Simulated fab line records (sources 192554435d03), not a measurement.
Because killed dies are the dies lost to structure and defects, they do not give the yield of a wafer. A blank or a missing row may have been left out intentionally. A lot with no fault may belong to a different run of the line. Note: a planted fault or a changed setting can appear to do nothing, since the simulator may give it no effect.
fab line records ; flow n5_finfet
record lots=7; wafers=21
route steps=1938 shown BEOL_M3@963 BEOL_M5@1112 BEOL_M6@1239
start_h: start of the lot's first displayed wafer, in hours after the record's first day ; wait_h: time in hours since the lot's previous step ; " the same as in the row above ; L1.1+2: a row that stands for several wafers ; - value missing, or start not given ; * or withheld: withheld ; < > ~ a bound
route shown NAME@n: names a module that has steps shown in the file, with the first one's number in the route ; usual: mean/standard deviation taken from wafers without a fault ; same: alike in all rows ; chamber/n: place in a boat ; sites: per-site readings ; _std_site: the values' standard deviation ; _edge_site: mean of outer sites minus mean of inner sites ; radius_mm: how far each site lies from the wafer's centre ; mask NAME#n: copy n ; behind: the most recent tool/chamber to have shaped the wafer ; hold: reason for holding the lot/hours on hold/outcome of the hold ; device: which transistor (n, p or np) failed to switch ; end of line: the route-end tests of the same wafers ; for a step that has no rows: nothing shown but its recipe ; killed: not the wafer's yield, but the dies lost to structure and defects at the first sort ; map: a wafer's dies, marking killed ones x, the rest . and places with no die _
set.NAME: setting as actually run; set.NAME@STEP: the setting as run at that earlier step ; model.NAME: the simulator's own value behind a step, which no gauge read
lots run with intentionally changed settings; tables by step, rows by wafer
## steps
# step N5_BEOL_M3_EXPOSE_25
# recipe mask_id=V2; na=0.33; source_shape=quasar; sigma_inner=0.2; sigma_outer=0.8; polarization=unpolarized; defocus_nm=5; dose_mj=63
lot.wafer;tool;chamber;start_h;wait_h;mask;set.dose_mj
L074.1+2+5;euv_scanner-01;0;142.97;-;V2#0;63
L081.1+5+6;euv_scanner-02;0;191.82;-;V2#0;63
L089.3+6;euv_scanner-01;0;241.15;-;V2#0;63
L089.5;euv_scanner-01;0;241.15;-;V2#0;59.15
L090.1+2;euv_scanner-02;0;246.67;-;V2#0;63
L090.4;euv_scanner-02;0;246.67;-;V2#0;58.84
L091.2;euv_scanner-02;0;252.03;-;V2#0;63
L091.3+4;euv_scanner-02;0;252.03;-;V2#0;61.4
L093.1+3;euv_scanner-01;0;276.07;-;V2#0;63
L093.4;euv_scanner-01;0;276.07;-;V2#0;65.83
L096.2+5;euv_scanner-02;0;289.31;-;V2#0;63
L096.3;euv_scanner-02;0;289.31;-;V2#0;64.62
# step N5_BEOL_M3_PEB_26
# recipe peb_temp_c=100; peb_time_s=60; resist=CAR-EUV
# step N5_BEOL_M3_DEVELOP_27
# recipe develop_time_s=30; developer=TMAH; resist=CAR-EUV; rinse_liquid=surfactant_rinse; dry=air_spin; dev_temp_c=23
# step N5_BEOL_M3_CD_MEAS_28
# recipe target_cd_nm=25.7; landing_energy_ev=500; detector=se_inlens; target_cd_y_nm=23.3; polarity=opening
# usual cd_nm=25.70/0.23
lot.wafer;tool;chamber;start_h;wait_h;set.dose_mj@BEOL_M3_EXPOSE_25;cd_nm
L074.1;cd_sem-01;0;143.12;-;63;25.64
L074.2;cd_sem-01;0;143.12;-;63;25.61
L074.5;cd_sem-01;0;143.12;-;63;25.73
L081.1;cd_sem-02;0;191.96;-;63;26.01
L081.5;cd_sem-02;0;191.96;-;63;26.05
L081.6;cd_sem-02;0;191.96;-;63;25.75
L089.3;cd_sem-03;0;241.28;-;63;25.72
L089.5;cd_sem-03;0;241.28;-;59.15;24.64
L089.6;cd_sem-03;0;241.28;-;63;25.60
L090.1;cd_sem-03;0;246.82;-;63;25.97
L090.2;cd_sem-03;0;246.82;-;63;26.05
L090.4;cd_sem-03;0;246.82;-;58.84;24.82
L091.2;cd_sem-01;0;252.17;-;63;25.33
L091.3;cd_sem-01;0;252.17;-;61.4;25.12
L091.4;cd_sem-01;0;252.17;-;61.4;25.15
L093.1;cd_sem-02;0;276.22;-;63;25.88
L093.3;cd_sem-02;0;276.22;-;63;25.86
L093.4;cd_sem-02;0;276.22;-;65.83;26.68
L096.2;cd_sem-03;0;289.45;-;63;25.68
L096.3;cd_sem-03;0;289.45;-;64.62;26.24
L096.5;cd_sem-03;0;289.45;-;63;25.58
# step N5_BEOL_M3_ALD_98
# recipe material=SiO2; target_thk_a=25; temp_c=100; ald_precursor_family=BDEAS; ald_co_reactant=O2-plasma; pulse_time_s=1; co_reactant_pulse_time_s=1; purge_time_s=2; co_reactant_purge_time_s=2; ald_cycles=17; pressure_torr=2
# step N5_BEOL_M3_ETCHBACK_99
# recipe chemistry=CHF3; target=SiO2; target_depth_a=50; time_s=10.4; source_w=215; bias_w=47; Ar_flow_sccm=200; CHF3_flow_sccm=12; ion_energy_ev=100; pressure_mtorr=30
# step N5_BEOL_M3_ETCH_70
# recipe chemistry=N2/H2; target=SOC; target_depth_a=800; overetch_a=160; mask_material=SiARC; temp_c=40; time_s=120; ion_energy_ev=200; pressure_mtorr=30; source_w=840; bias_w=150; n2_flow_sccm=200; h2_flow_sccm=200
lot.wafer;tool;chamber;start_h;wait_h;set.spin_rpm@BEOL_M3_COAT_67;model.etch.depth_nm
L074.1;rie_diel-06;2;144.26;0.0;1500;59.91
L074.2;rie_diel-06;3;144.26;0.0;1558;58.71
L074.5;rie_diel-06;0;144.26;0.0;1500;59.79
L081.1;rie_diel-06;0;198.69;0.0;1500;59.98
L081.5;rie_diel-06;2;198.69;0.0;1500;59.86
L081.6;rie_diel-06;3;198.69;0.0;1500;59.85
L089.3;rie_diel-03;0;245.57;0.0;1500;60.15
L089.5;rie_diel-03;0;245.57;0.0;1500;60.09
L089.6;rie_diel-03;1;245.57;0.0;1500;60.26
L090.1;rie_diel-04;2;254.79;0.0;1500;60.07
L090.2;rie_diel-04;3;254.79;0.0;1392;62.36
L090.4;rie_diel-04;2;254.79;0.0;1500;60
L091.2;rie_diel-04;2;255.67;0.0;1500;60.1
L091.3;rie_diel-04;3;255.67;0.0;1600;58.18
L091.4;rie_diel-04;3;255.67;0.0;1500;60.06
L093.1;rie_diel-04;3;277.06;0.0;1500;60.07
L093.3;rie_diel-04;1;277.06;0.0;1436;61.36
L093.4;rie_diel-04;0;277.06;0.0;1436;61.3
L096.2;rie_diel-04;0;291.65;0.0;1500;59.98
L096.3;rie_diel-04;3;291.65;0.0;1579;58.62
L096.5;rie_diel-04;2;291.65;0.0;1579;58.7
# step N5_BEOL_M3_STRIP_71
# recipe chemistry=N2/H2; temp_c=40; n2_flow_sccm=200; h2_flow_sccm=200; rf_frequency_hz=6e+07
# step N5_BEOL_M3_STRIP_78
# recipe chemistry=N2/H2; temp_c=40; n2_flow_sccm=200; h2_flow_sccm=200; rf_frequency_hz=6e+07
# step N5_BEOL_M3_VIA_ETCH_34
# recipe chemistry=C4F6/O2; target_depth_a=694; mask_material=SOC; pressure_mtorr=15; ion_energy_ev=250; taper_deg=4; time_s=65.9; source_w=350; bias_w=170; Ar_flow_sccm=300; C4F6_flow_sccm=10; O2_flow_sccm=10
lot.wafer;tool;chamber;start_h;wait_h;set.spin_rpm@BEOL_M3_COAT_67;model.SOC_of_BEOL_M3_COAT_67.thk_nm
L074.1;rie_diel-06;2;144.36;0.0;1500;52
L074.2;rie_diel-06;3;144.36;0.0;1558;50.4
L074.5;rie_diel-06;0;144.36;0.0;1500;51.8
L081.1+5;rie_diel-06;0,2;198.79;0.0;1500;52
L081.6;rie_diel-06;3;198.79;0.0;1500;51.6
L089.3;rie_diel-03;0;245.67;0.0;1500;51.8
L089.5;rie_diel-03;0;245.67;0.0;1500;51.6
L089.6;rie_diel-03;1;245.67;0.0;1500;52.2
L090.1;rie_diel-04;2;254.89;0.0;1500;51.8
L090.2;rie_diel-04;3;254.89;0.0;1392;54.4
L090.4;rie_diel-04;2;254.89;0.0;1500;51.6
L091.2;rie_diel-04;2;255.77;0.0;1500;51.8
L091.3;rie_diel-04;3;255.77;0.0;1600;50.2
L091.4;rie_diel-04;3;255.77;0.0;1500;52
L093.1;rie_diel-04;3;277.16;0.0;1500;52
L093.3;rie_diel-04;1;277.16;0.0;1436;54
L093.4;rie_diel-04;0;277.16;0.0;1436;53.4
L096.2;rie_diel-04;0;291.75;0.0;1500;52
L096.3+5;rie_diel-04;3,2;291.75;0.0;1579;50.6
# step N5_BEOL_M5_ILD_DEP_00
# recipe material=SiCOH_lowk; target_thk_a=1406.4; temp_c=300; precursor=DEMS/porogen; pressure_torr=5; rf_w=500; time_s=25.9
lot.wafer;tool;chamber;start_h;wait_h;set.time_s;model.SiCOH_lowk_of_BEOL_M5_ILD_DEP_00.thk_nm
L074.1;pecvd-01;0;158.96;0.8;25.9;136.4
L074.2;pecvd-01;2;158.96;0.8;25.9;137.2
L074.5;pecvd-01;0;158.96;0.8;22.1;117.4
L081.1;pecvd-03;2;216.71;0.8;25.9;138.2
L081.5;pecvd-03;1;216.71;0.8;25.9;141.6
L081.6;pecvd-03;2;216.71;0.8;25.9;139.4
L089.3;pecvd-01;0;262.26;0.5;25.9;139.6
L089.5;pecvd-01;1;262.26;0.5;25.9;143
L089.6;pecvd-01;0;262.26;0.5;25.9;141.8
L090.1+4;pecvd-03;1;278.86;0.8;25.9;141.2
L090.2;pecvd-03;2;278.86;0.8;25.9;136.8
L091.2;pecvd-01;2;284.35;0.7;25.9;142
L091.3;pecvd-01;1;284.35;0.7;25.9;140.2
L091.4;pecvd-01;2;284.35;0.7;28.65;158.2
L093.1;pecvd-01;0;293.30;0.8;25.9;137.8
L093.3;pecvd-01;1;293.30;0.8;25.9;139.6
L093.4;pecvd-01;0;293.30;0.8;24.52;133
L096.2;pecvd-03;0;316.93;0.7;23.79;128.6
L096.3;pecvd-03;2;316.93;0.7;23.79;125.8
L096.5;pecvd-03;0;316.93;0.7;25.9;141
# step N5_BEOL_M5_CURE_79
# recipe temp_c=385; time_s=240; ambient=He/Ar; material=SiCOH_lowk
lot.wafer;tool;chamber;start_h;wait_h;set.time_s@BEOL_M5_ILD_DEP_00;model.SiCOH_lowk_of_BEOL_M5_ILD_DEP_00.thk_nm
L074.1;uv_cure-03;1;159.02;0.0;25.9;117.4
L074.2;uv_cure-03;1;159.02;0.0;25.9;118
L074.5;uv_cure-03;1;159.02;0.0;22.1;100.8
L081.1;uv_cure-02;0;216.77;0.0;25.9;118.8
L081.5;uv_cure-02;0;216.77;0.0;25.9;121.8
L081.6;uv_cure-02;0;216.77;0.0;25.9;120
L089.3;uv_cure-02;0;262.48;0.2;25.9;120.2
L089.5;uv_cure-02;0;262.48;0.2;25.9;123
L089.6;uv_cure-02;0;262.48;0.2;25.9;122
L090.1+4;uv_cure-02;2;279.11;0.2;25.9;121.4
L090.2;uv_cure-02;2;279.11;0.2;25.9;117.8
L091.2;uv_cure-02;1;284.49;0.1;25.9;122.2
L091.3;uv_cure-02;1;284.49;0.1;25.9;120.6
L091.4;uv_cure-02;1;284.49;0.1;28.65;136.4
L093.1;uv_cure-03;0;293.36;0.0;25.9;118.6
L093.3;uv_cure-03;0;293.36;0.0;25.9;120.2
L093.4;uv_cure-03;0;293.36;0.0;24.52;114.4
L096.2;uv_cure-01;1;317.62;0.7;23.79;110.6
L096.3;uv_cure-01;1;317.62;0.7;23.79;108.2
L096.5;uv_cure-01;1;317.62;0.7;25.9;121.2
# step N5_BEOL_M5_THK_MEAS_01
# recipe reads=SiCOH_lowk_of_BEOL_M5_ILD_DEP_00
# usual M5_ILD_THK=121.0/1.8
lot.wafer;tool;chamber;start_h;wait_h;set.time_s@BEOL_M5_ILD_DEP_00;M5_ILD_THK[nm]
L074.1;film_metro-02;-;160.01;0.8;25.9;117.4
L074.2;film_metro-02;-;160.01;0.8;25.9;117.9
L074.5;film_metro-02;-;160.01;0.8;22.1;100.8
L081.1;film_metro-01;-;217.29;0.4;25.9;118.8
L081.5;film_metro-01;-;217.29;0.4;25.9;121.9
L081.6;film_metro-01;-;217.29;0.4;25.9;120.1
L089.3;film_metro-02;-;262.83;0.3;25.9;120.1
L089.5;film_metro-02;-;262.83;0.3;25.9;123.1
L089.6;film_metro-02;-;262.83;0.3;25.9;122.2
L090.1;film_metro-01;-;279.62;0.4;25.9;121.5
L090.2;film_metro-01;-;279.62;0.4;25.9;117.7
L090.4;film_metro-01;-;279.62;0.4;25.9;121.6
L091.2;film_metro-01;-;284.92;0.4;25.9;122.2
L091.3;film_metro-01;-;284.92;0.4;25.9;120.6
L091.4;film_metro-01;-;284.92;0.4;28.65;136.4
L093.1;film_metro-01;-;293.87;0.4;25.9;118.4
L093.3;film_metro-01;-;293.87;0.4;25.9;120.1
L093.4;film_metro-01;-;293.87;0.4;24.52;114.4
L096.2;film_metro-02;-;318.06;0.4;23.79;110.6
L096.3;film_metro-02;-;318.06;0.4;23.79;108.3
L096.5;film_metro-02;-;318.06;0.4;25.9;121.2
# step N5_BEOL_M5_COAT_71
# recipe resist=underlayer; temp_c=205; time_s=60; spin_rpm=1500; resist_thk_nm=5
lot.wafer;tool;chamber;start_h;wait_h;set.spin_rpm
L074.1+5;litho_track-04;0;-;-;1500
L074.2;litho_track-04;0;-;-;1455
L081.1+5+6;litho_track-03;0;-;-;1500
L089.3+6;litho_track-03;0;-;-;1500
L089.5;litho_track-03;0;-;-;1556
L090.1+2;litho_track-03;0;-;-;1500
L090.4;litho_track-03;0;-;-;1559
L091.2+3;litho_track-03;0;-;-;1641
L091.4;litho_track-03;0;-;-;1500
L093.1+3;litho_track-03;0;-;-;1500
L093.4;litho_track-03;0;-;-;1359
L096.2+3;litho_track-03;0;-;-;1500
L096.5;litho_track-03;0;-;-;1646
# step N5_BEOL_M5_COAT_05
# recipe resist=CAR-EUV; spin_rpm=1500; resist_thk_nm=30
# step N5_BEOL_M5_EBR_07
# recipe solvent=PGMEA; ebr_width_mm=1.5
# step N5_BEOL_M5_DESCUM_16
# recipe chemistry=O2; time_s=7; source_power_w=50; bias_power_w=20; pressure_mtorr=20; rf_frequency_hz=2.712e+07; temp_c=40; resist=CAR-EUV; o2_flow_sccm=225
# step N5_BEOL_M5_ETCH_72
# recipe chemistry=N2/H2; target=underlayer; target_depth_a=65; mask_material=CAR-EUV; time_s=5.2; ion_energy_ev=200; pressure_mtorr=30; source_w=840; bias_w=150; n2_flow_sccm=200; h2_flow_sccm=200; ends=cleared
lot.wafer;tool;chamber;start_h;wait_h;set.spin_rpm@BEOL_M5_COAT_71;model.etch.depth_nm
L074.1;rie_diel-03;3;162.72;0.0;1500;4.995
L074.2;rie_diel-03;2;162.72;0.0;1455;5.078
L074.5;rie_diel-03;0;162.72;0.0;1500;4.985
L081.1;rie_diel-06;1;218.12;0.0;1500;4.993
L081.5;rie_diel-06;1;218.12;0.0;1500;4.986
L081.6;rie_diel-06;0;218.12;0.0;1500;4.989
L089.3;rie_diel-06;1;264.20;0.0;1500;4.999
L089.5;rie_diel-06;0;264.20;0.0;1556;4.907
L089.6;rie_diel-06;3;264.20;0.0;1500;4.992
L090.1;rie_diel-04;0;281.77;0.0;1500;4.985
L090.2;rie_diel-04;3;281.77;0.0;1500;4.978
L090.4;rie_diel-04;2;281.77;0.0;1559;4.879
L091.2;rie_diel-06;0;288.36;0.0;1641;4.758
L091.3;rie_diel-06;3;288.36;0.0;1641;4.783
L091.4;rie_diel-06;2;288.36;0.0;1500;4.983
L093.1;rie_diel-06;0;295.69;0.0;1500;5.017
L093.3;rie_diel-06;2;295.69;0.0;1500;5.021
L093.4;rie_diel-06;3;295.69;0.0;1359;5.269
L096.2;rie_diel-03;0;318.88;0.0;1500;5.006
L096.3;rie_diel-03;2;318.88;0.0;1500;5.002
L096.5;rie_diel-03;3;318.88;0.0;1646;4.77
# step N5_BEOL_M6_TRENCH_ETCH_37
# recipe chemistry=C4F6/O2; target_depth_a=944.35; target=SiCOH_lowk; time_s=31.5; ion_energy_ev=250; pressure_mtorr=30; source_w=345; bias_w=185; Ar_flow_sccm=300; C4F6_flow_sccm=10; O2_flow_sccm=10
lot.wafer;tool;chamber;start_h;wait_h;set.time_s;model.BEOL_M6.feature_depth_nm;model.etch.depth_nm
L074.1;rie_diel-01;2;-;-;31.5;89.8;89.84
L074.2;rie_diel-01;1;-;-;37.14;112.8;112.9
L074.5;rie_diel-01;2;-;-;31.5;91.4;91.33
L081.1;rie_diel-05;3;-;-;31.5;94.8;94.81
L081.5;rie_diel-05;1;-;-;31.5;94.8;94.86
L081.6;rie_diel-05;0;-;-;31.5;98.4;98.3
L089.3;rie_diel-01;2;-;-;31.5;92;91.95
L089.5;rie_diel-01;2;-;-;31.5;91.6;91.69
L089.6;rie_diel-01;3;-;-;31.5;91.2;91.15
L090.1;rie_diel-02;0;-;-;26.74;80.2;80.18
L090.2;rie_diel-02;3;-;-;31.5;97.2;97.2
L090.4;rie_diel-02;2;-;-;26.74;79.6;79.62
L091.2;rie_diel-02;0;-;-;33.56;102;102
L091.3;rie_diel-02;3;-;-;33.56;102.8;102.8
L091.4;rie_diel-02;1;-;-;31.5;89.6;89.67
L093.1;rie_diel-05;3;-;-;31.5;94.8;94.89
L093.3;rie_diel-05;1;-;-;31.5;96;95.9
L093.4;rie_diel-05;0;-;-;31.5;98.2;98.17
L096.2;rie_diel-02;2;-;-;31.5;93.4;93.41
L096.3;rie_diel-02;1;-;-;31.5;88;87.9
L096.5;rie_diel-02;0;-;-;26.21;78;77.99
# step N5_BEOL_M6_ETCH_41
# recipe chemistry=CH3F/O2; target=SiCN; target_depth_a=297; taper_deg=2; time_s=52; ion_energy_ev=120; mask_material=TiN; pressure_mtorr=30; source_w=395; bias_w=75; Ar_flow_sccm=150; CH3F_flow_sccm=30; O2_flow_sccm=20
# step N5_BEOL_M6_STRIP_80
# recipe chemistry=N2/H2; time_s=10; power_w=450; temp_c=40; pressure_mtorr=20; rf_frequency_hz=6e+07; bias_power_w=7; n2_flow_sccm=200; h2_flow_sccm=200
# step N5_BEOL_M6_OCD_MEAS_38
# usual trench_depth_nm=93.5/2.5
lot.wafer;tool;chamber;start_h;wait_h;set.time_s@BEOL_M6_TRENCH_ETCH_37;trench_depth_nm
L074.1;ocd-01;-;176.68;-;31.5;90.1
L074.2;ocd-01;-;176.68;-;37.14;112.7
L074.5;ocd-01;-;176.68;-;31.5;91.4
L081.1;ocd-02;-;232.62;-;31.5;94.9
L081.5;ocd-02;-;232.62;-;31.5;94.9
L081.6;ocd-02;-;232.62;-;31.5;98.3
L089.3;ocd-02;-;277.07;-;31.5;91.8
L089.5;ocd-02;-;277.07;-;31.5;91.6
L089.6;ocd-02;-;277.07;-;31.5;91.1
L090.1;ocd-02;-;294.65;-;26.74;79.8
L090.2;ocd-02;-;294.65;-;31.5;97.9
L090.4;ocd-02;-;294.65;-;26.74;79.7
L091.2;ocd-01;-;305.88;-;33.56;102.0
L091.3;ocd-01;-;305.88;-;33.56;102.6
L091.4;ocd-01;-;305.88;-;31.5;89.2
L093.1;ocd-01;-;311.44;-;31.5;94.6
L093.3;ocd-01;-;311.44;-;31.5;95.8
L093.4;ocd-01;-;311.44;-;31.5;98.1
L096.2;ocd-02;-;331.92;-;31.5;93.4
L096.3;ocd-02;-;331.92;-;31.5;87.6
L096.5;ocd-02;-;331.92;-;26.21;77.8
# step N5_BEOL_M6_ALD_77
# recipe material=TaN; target_thk_a=20; temp_c=275; ald_precursor_family=PDMAT; ald_co_reactant=NH3; pressure_torr=3; carrier_flow_sccm=1500; pulse_time_s=2; purge_time_s=3; co_reactant_purge_time_s=2; co_reactant_pulse_time_s=3; ald_cycles=40; precursor_vessel_temp_c=75; precursor_vessel_pressure_torr=26.25; precursor_vessel_carrier_sccm=1000
lot.wafer;tool;chamber;start_h;wait_h;set.ald_cycles
L074.1+2+5;ald_metal-03;0,2,0;177.66;0.2;40
L081.1+5+6;ald_metal-02;0,2,3;233.56;0.0;40
L089.3+6;ald_metal-03;1,3;278.01;0.0;40
L089.5;ald_metal-03;2;278.01;0.0;43
L090.1+2+4;ald_metal-02;3,2,0;295.44;0.0;40
L091.2+4;ald_metal-02;2,3;306.49;0.0;43
L091.3;ald_metal-02;1;306.49;0.0;40
L093.1+4;ald_metal-03;1,3;312.65;0.0;38
L093.3;ald_metal-03;0;312.65;0.0;40
L096.2+5;ald_metal-03;3,0;332.69;0.0;44
L096.3;ald_metal-03;2;332.69;0.0;40
# step N5_BEOL_M6_SURFACE_TREAT_79
# recipe gas=Ar; time_s=*; ion_energy_ev=*; ion_current_ma_cm2=0.5; pressure_mtorr=*; ar_flow_sccm=30
# step N5_BEOL_M6_CVD_78
# recipe material=Co; target_thk_a=20; temp_c=withheld; precursor=CCTBA/H2; pressure_torr=30; time_s=142.3
# step N5_BEOL_M6_ECD_50
# recipe material=Cu; target_thk_a=3000
# step N5_BEOL_M6_ANNEAL_51
# recipe temp_c=225; time_s=90; ambient=N2
# step N5_BEOL_M6_CMP_52
# recipe stop_on=SiCOH_lowk; t_overpolish_s=6.9; down_force_psi=1; platen_rpm=50; clearing_platen_down_force_psi=1.5; clearing_platen_rpm=50; post_cmp_clean=cu_alkaline; target_thk_nm=80; clearing_platen_pad_velocity_m_s=0.99484; pad_velocity_m_s=0.99484
lot.wafer;tool;chamber;start_h;wait_h;set.time_s@BEOL_M6_TRENCH_ETCH_37;model.Cu_of_BEOL_M6_ECD_50.thk_nm
L074.1;cmp-02;0;179.26;0.3;31.5;75.6
L074.2;cmp-02;2;179.26;0.3;37.14;100.4
L074.5;cmp-02;0;179.26;0.3;31.5;78.6
L081.1;cmp-01;2;235.37;0.3;31.5;81.8
L081.5;cmp-01;0;235.37;0.3;31.5;83.4
L081.6;cmp-01;1;235.37;0.3;31.5;85.8
L089.3+6;cmp-02;0,2;279.33;0.3;31.5;77.2
L089.5;cmp-02;1;279.33;0.3;31.5;75
L090.2;cmp-02;1;296.53;0.2;31.5;81.8
L090.4;cmp-02;2;296.53;0.2;26.74;66.2
L090.1;cmp-02;0;296.53;0.2;26.74;65.4
L091.4;cmp-04;3;307.72;0.1;31.5;75
L091.3;cmp-04;1;307.72;0.1;33.56;86.8
L091.2;cmp-04;2;307.72;0.1;33.56;87.4
L093.4;cmp-02;0;313.75;0.1;31.5;83.2
L093.3;cmp-02;1;313.75;0.1;31.5;80.8
L093.1;cmp-02;3;313.75;0.1;31.5;78.6
L096.3;cmp-04;2;333.82;0.2;31.5;72.8
L096.2;cmp-04;3;333.82;0.2;31.5;77.6
L096.5;cmp-04;3;333.82;0.2;26.21;62
# step N5_BEOL_M6_THK_MEAS_53
# recipe thk_meas_gauge=xrf; reads=Cu_of_BEOL_M6_ECD_50
# usual M6_THK=79.5/2.9
lot.wafer;tool;chamber;start_h;wait_h;set.time_s@BEOL_M6_TRENCH_ETCH_37;M6_THK[nm]
L074.1;film_metro-01;-;179.57;0.3;31.5;76.2
L074.2;film_metro-01;-;179.57;0.3;37.14;101.1
L074.5;film_metro-01;-;179.57;0.3;31.5;79.0
L081.1;film_metro-02;-;235.59;-;31.5;82.3
L081.5;film_metro-02;-;235.59;-;31.5;84.2
L081.6;film_metro-02;-;235.59;-;31.5;87.1
L089.3;film_metro-01;-;279.51;-;31.5;76.9
L089.5;film_metro-01;-;279.51;-;31.5;74.6
L089.6;film_metro-01;-;279.51;-;31.5;76.8
L090.1;film_metro-02;-;296.82;-;26.74;65.8
L090.2;film_metro-02;-;296.82;-;31.5;82.6
L090.4;film_metro-02;-;296.82;-;26.74;66.7
L091.2;film_metro-02;-;308.02;-;33.56;88.3
L091.3;film_metro-02;-;308.02;-;33.56;87.6
L091.4;film_metro-02;-;308.02;-;31.5;75.5
L093.1;film_metro-02;-;314.04;-;31.5;79.3
L093.3;film_metro-02;-;314.04;-;31.5;81.9
L093.4;film_metro-02;-;314.04;-;31.5;84.2
L096.2;film_metro-01;-;334.11;-;31.5;78.2
L096.3;film_metro-01;-;334.11;-;31.5;73.6
L096.5;film_metro-01;-;334.11;-;26.21;62.8
# step N5_BEOL_M6_PRE_CLEAN_55
# recipe gas=NH3; time_s=15; temp_c=withheld; rf_power_w=300
# step N5_BEOL_M6_DEP_56
# recipe material=SiCN; target_thk_a=100; temp_c=withheld; precursor=3MS/NH3; pressure_torr=3; rf_w=202; time_s=17.5
# step N5_BEOL_M6_RS_MEAS_57
# recipe thk_meas_gauge=four-point-probe; reads=Cu_of_BEOL_M6_ECD_50+Co_of_BEOL_M6_CVD_78+TaN_of_BEOL_M6_ALD_77
# usual M6_RS=0.291/0.012
lot.wafer;tool;chamber;start_h;wait_h;set.time_s@BEOL_M6_TRENCH_ETCH_37;M6_RS[ohm/sq]
L074.1;film_metro-02;-;179.70;0.1;31.5;0.305
L074.2;film_metro-02;-;179.70;0.1;37.14;0.220
L074.5;film_metro-02;-;179.70;0.1;31.5;0.292
L081.1;film_metro-01;-;235.72;0.1;31.5;0.279
L081.5;film_metro-01;-;235.72;0.1;31.5;0.272
L081.6;film_metro-01;-;235.72;0.1;31.5;0.263
L089.3;film_metro-02;-;279.64;0.1;31.5;0.298
L089.5;film_metro-02;-;279.64;0.1;31.5;0.309
L089.6;film_metro-02;-;279.64;0.1;31.5;0.299
L090.1;film_metro-02;-;296.95;0.1;26.74;0.364
L090.2;film_metro-02;-;296.95;0.1;31.5;0.278
L090.4;film_metro-02;-;296.95;0.1;26.74;0.359
L091.2;film_metro-01;-;308.15;0.1;33.56;0.258
L091.3;film_metro-01;-;308.15;0.1;33.56;0.260
L091.4;film_metro-01;-;308.15;0.1;31.5;0.309
L093.1;film_metro-02;-;314.17;0.1;31.5;0.292
L093.3;film_metro-02;-;314.17;0.1;31.5;0.283
L093.4;film_metro-02;-;314.17;0.1;31.5;0.273
L096.2;film_metro-01;-;334.24;0.1;31.5;0.297
L096.3;film_metro-01;-;334.24;0.1;31.5;0.320
L096.5;film_metro-01;-;334.24;0.1;26.21;0.387
## key
split step=N5_BEOL_M3_EXPOSE_25; setting=dose_mj; stated=63; by=wafer
response step=N5_BEOL_M3_CD_MEAS_28; reading=cd_nm; change=+0.174; per=1%; r=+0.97
split step=N5_BEOL_M5_ILD_DEP_00; setting=time_s; stated=25.9; by=wafer
response step=N5_BEOL_M5_ILD_DEP_00; reading=model.SiCOH_lowk_of_BEOL_M5_ILD_DEP_00.thk_nm; change=+1.44; per=1%; r=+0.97
response step=N5_BEOL_M5_CURE_79; reading=model.SiCOH_lowk_of_BEOL_M5_ILD_DEP_00.thk_nm; change=+1.25; per=1%; r=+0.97
response step=N5_BEOL_M5_THK_MEAS_01; reading=M5_ILD_THK; change=+1.25; per=1%; r=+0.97
split step=N5_BEOL_M5_COAT_71; setting=spin_rpm; stated=1500; by=wafer
response step=N5_BEOL_M5_ETCH_72; reading=model.etch.depth_nm; change=-0.0246; per=1%; r=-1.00
split step=N5_BEOL_M6_TRENCH_ETCH_37; setting=time_s; stated=31.5; by=wafer
response step=N5_BEOL_M6_TRENCH_ETCH_37; reading=model.BEOL_M6.feature_depth_nm; change=+1.09; per=1%; r=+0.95
response step=N5_BEOL_M6_TRENCH_ETCH_37; reading=model.etch.depth_nm; change=+1.09; per=1%; r=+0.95
response step=N5_BEOL_M6_OCD_MEAS_38; reading=trench_depth_nm; change=+1.11; per=1%; r=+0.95
response step=N5_BEOL_M6_CMP_52; reading=model.Cu_of_BEOL_M6_ECD_50.thk_nm; change=+1.1; per=1%; r=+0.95
response step=N5_BEOL_M6_THK_MEAS_53; reading=M6_THK; change=+1.11; per=1%; r=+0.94
response step=N5_BEOL_M6_RS_MEAS_57; reading=M6_RS; change=-0.00495; per=1%; r=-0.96
split step=N5_BEOL_M6_ALD_77; setting=ald_cycles; stated=40; by=wafer
response none clear
split outside_this_file step=N5_BEOL_M3_COAT_67 setting=spin_rpm
# split outside_this_file: this setting was split too, and the file shows its column; the key of that split is in another file
